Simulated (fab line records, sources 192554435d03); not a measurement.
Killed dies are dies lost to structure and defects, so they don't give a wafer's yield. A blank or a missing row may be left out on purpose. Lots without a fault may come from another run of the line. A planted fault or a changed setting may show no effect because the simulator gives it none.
Split-lot experiment | flow n5_finfet | 7 lots, 21 wafers read, on a route of 1938 steps

THE SPLIT
At N5_BEOL_M3_TRENCH_ETCH_37 (etches SiOC in C4F6/O2, target depth 55.555 nm, time 29.2 s), the setting time_s was moved away from the recipe's 29.2 s on 7 of the 21 wafers read, by -20.9% to +7.4%. The other wafers ran this setting at the recipe's value.

FROM THE SPLIT TO THE READING: what the file shows between them, 2 steps
- N5_BEOL_M3_ETCH_41: etches SiCN in CH3F/O2, target depth 29.9 nm, time 52.5 s
- N5_BEOL_M3_STRIP_97: strips in N2/H2, time 10 s

THE READING
trench_depth_nm, in nm, at N5_BEOL_M3_OCD_MEAS_38. Fault-free wafers of this fab line usually give 55.4 nm, standard deviation 0.61 nm.

wafer  | tool, chamber at the split | time_s as run, s | against the recipe | trench_depth_nm, nm | against lot-mates on the recipe
L074.1 | rie_diel-03, 3             | 27.17            | -7.0%              | 51.4                | -2.6
L074.2 | rie_diel-03, 0             | 29.2             | recipe             | 54.1                | -
L074.5 | rie_diel-03, 2             | 29.2             | recipe             | 53.9                | -
L077.4 | rie_diel-02, 3             | 23.09            | -20.9%             | 44.2                | -11.5
L077.5 | rie_diel-02, 0             | 23.09            | -20.9%             | 44.3                | -11.4
L077.6 | rie_diel-02, 3             | 29.2             | recipe             | 55.7                | -
L076.3 | rie_diel-02, 3             | 29.2             | recipe             | 55.6                | -
L076.4 | rie_diel-02, 1             | 29.2             | recipe             | 55.3                | -
L076.6 | rie_diel-02, 1             | 29.2             | recipe             | 55.6                | -
L078.2 | rie_diel-02, 0             | 24.92            | -14.7%             | 47.3                | -7.9
L078.3 | rie_diel-02, 2             | 29.2             | recipe             | 54.5                | -
L078.6 | rie_diel-02, 1             | 29.2             | recipe             | 55.9                | -
L086.1 | rie_diel-03, 1             | 31.37            | +7.4%              | 60.7                | +5.7
L086.2 | rie_diel-03, 3             | 31.37            | +7.4%              | 60.3                | +5.3
L086.3 | rie_diel-03, 0             | 29.2             | recipe             | 55.0                | -
L087.2 | rie_diel-06, 1             | 29.2             | recipe             | 54.2                | -
L087.5 | rie_diel-06, 2             | 29.2             | recipe             | 55.0                | -
L087.6 | rie_diel-06, 3             | 23.86            | -18.3%             | 45.1                | -9.5
L091.2 | rie_diel-02, 3             | 29.2             | recipe             | 55.1                | -
L091.3 | rie_diel-02, 2             | 29.2             | recipe             | 55.6                | -
L091.4 | rie_diel-02, 0             | 29.2             | recipe             | 56.2                | -

THE FIT
A straight line over all 21 wafers: trench_depth_nm changes by +0.551 nm for each +1% of time_s; r = +0.99; the points scatter about the line by 0.73 nm.
The same after taking each lot's own level away (the mean of its wafers on the recipe; 21 wafers): +0.56 nm for each +1%; r = +0.99; scatter 0.59 nm.
On that fit, the largest move of time_s shifts the reading by 12 nm.
The lots' own levels span 54.00 to 55.70 nm, that is 2.8 times the standard deviation above.
So the lot-to-lot level changes the slope little: the two slopes agree.
Check: with one of the wafers moved furthest among these (-20.9%) left out of the fit, the line predicts -11.4 nm for it against its lot-mates. It came out at -11.5 nm against them.

THE WHOLE CHAIN: every reading that the file lists as answering this split, in the file's order
step                      | what it does                                                | reading                                                                          | change (the file's fit)                | r (the file's)
N5_BEOL_M3_TRENCH_ETCH_37 | etches SiOC in C4F6/O2, target depth 55.555 nm, time 29.2 s | BEOL_M3.feature_depth_nm (the simulator's own value, which no gauge read)        | +0.543 nm for each +1% of the setting  | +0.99
N5_BEOL_M3_TRENCH_ETCH_37 | etches SiOC in C4F6/O2, target depth 55.555 nm, time 29.2 s | etch.depth_nm (the simulator's own value, which no gauge read)                   | +0.542 nm for each +1% of the setting  | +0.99
N5_BEOL_M3_TRENCH_ETCH_37 | etches SiOC in C4F6/O2, target depth 55.555 nm, time 29.2 s | TiN_of_BEOL_M3_HM_DEP_02.thk_nm (the simulator's own value, which no gauge read) | -0.0257 nm for each +1% of the setting | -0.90
N5_BEOL_M3_OCD_MEAS_38    |                                                             | trench_depth_nm                                                                  | +0.541 nm for each +1% of the setting  | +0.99

THE FILE'S OWN FIT
trench_depth_nm changes by +0.541 nm for each +1% of time_s, r = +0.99.
